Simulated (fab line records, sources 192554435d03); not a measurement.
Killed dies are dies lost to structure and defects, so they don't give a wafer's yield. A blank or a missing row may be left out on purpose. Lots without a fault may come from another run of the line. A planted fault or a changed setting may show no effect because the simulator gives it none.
Split-lot experiment | flow n5_finfet | 7 lots, 21 wafers read, on a route of 1938 steps

THE SPLIT
At N5_PASSIVATION_EXPOSE_07 (exposes mask TV, defocus 0 nm, target cd 3000 nm), the setting dose_mj was moved away from the recipe's 22.75 on 7 of the 21 wafers read, by -7.1% to +7.3%. The other wafers ran this setting at the recipe's value.

FROM THE SPLIT TO THE READING: what the file shows between them, 3 steps
- N5_PASSIVATION_PEB_08
- N5_PASSIVATION_DEVELOP_09: develop time 60 s
- N5_PASSIVATION_HARDBAKE_11: time 120 s

THE READING
cd_nm, in nm, at N5_PASSIVATION_CD_MEAS_10 (target cd 3000 nm). Fault-free wafers of this fab line usually give 2998 nm, standard deviation 3.1 nm.

wafer  | tool, chamber at the split | dose_mj as run | against the recipe | cd_nm, nm | against lot-mates on the recipe
L077.1 | krf_scanner-01, 0          | 22.75          | recipe             | 3004      | -
L077.3 | krf_scanner-01, 0          | 22.75          | recipe             | 2999      | -
L077.4 | krf_scanner-01, 0          | 24.24          | +6.5%              | 3015      | +14
L078.1 | krf_scanner-02, 0          | 22.75          | recipe             | 3000      | -
L078.2 | krf_scanner-02, 0          | 24.42          | +7.3%              | 3013      | +14
L078.4 | krf_scanner-02, 0          | 22.75          | recipe             | 2999      | -
L079.1 | krf_scanner-01, 0          | 22.75          | recipe             | 3003      | -
L079.2 | krf_scanner-01, 0          | 21.13          | -7.1%              | 2982      | -21
L079.6 | krf_scanner-01, 0          | 21.13          | -7.1%              | 2981      | -22
L082.2 | krf_scanner-01, 0          | 22.75          | recipe             | 3002      | -
L082.4 | krf_scanner-01, 0          | 22.75          | recipe             | 3001      | -
L082.5 | krf_scanner-01, 0          | 22.75          | recipe             | 2997      | -
L083.1 | krf_scanner-02, 0          | 21.35          | -6.2%              | 2982      | -16
L083.2 | krf_scanner-02, 0          | 22.75          | recipe             | 3001      | -
L083.6 | krf_scanner-02, 0          | 22.75          | recipe             | 2996      | -
L087.1 | krf_scanner-02, 0          | 22.75          | recipe             | 2997      | -
L087.2 | krf_scanner-02, 0          | 21.25          | -6.6%              | 2979      | -18
L087.4 | krf_scanner-02, 0          | 21.25          | -6.6%              | 2980      | -17
L089.1 | krf_scanner-01, 0          | 22.75          | recipe             | 2990      | -
L089.2 | krf_scanner-01, 0          | 22.75          | recipe             | 2995      | -
L089.4 | krf_scanner-01, 0          | 22.75          | recipe             | 2996      | -

THE FIT
A straight line over all 21 wafers: cd_nm changes by +2.48 nm for each +1% of dose_mj; r = +0.95; the points scatter about the line by 3.3 nm.
The same after taking each lot's own level away (the mean of its wafers on the recipe; 21 wafers): +2.5 nm for each +1%; r = +0.97; scatter 2.4 nm.
On that fit, the largest move of dose_mj shifts the reading by 18 nm.
The lots' own levels span 2993.7 to 3003.0 nm, that is 3.0 times the standard deviation above.
So the lot-to-lot level changes the slope little: the two slopes agree.
Check: with one of the wafers moved furthest among these (+7.3%) left out of the fit, the line predicts +19 nm for it against its lot-mates. It came out at +13.5 nm against them.

OTHER SPLITS ON THESE WAFERS
These wafers also went through other splits before the reading. Each is held against what the fit with the lots' levels taken away leaves over:
other split on the same wafers | wafers away from the commonest value | r with cd_nm (lot level and that fit taken away)
N5_BEOL_M14_COAT_04 spin_rpm   | 11                                   | -0.17
N5_BEOL_M15_COAT_22 spin_rpm   | 4                                    | +0.11

THE WHOLE CHAIN: every reading that the file lists as answering this split, in the file's order
step                      | what it does             | reading                                                         | change (the file's fit)              | r (the file's)
N5_PASSIVATION_CD_MEAS_10 | target cd 3000 nm        | cd_nm                                                           | +2.44 nm for each +1% of the setting | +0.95
N5_PASSIVATION_DESCUM_12  | chemistry O2, time 7.9 s | TV_LITHO.cd_nm (the simulator's own value, which no gauge read) | +2.44 nm for each +1% of the setting | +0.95

THE FILE'S OWN FIT
cd_nm changes by +2.44 nm for each +1% of dose_mj, r = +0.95.
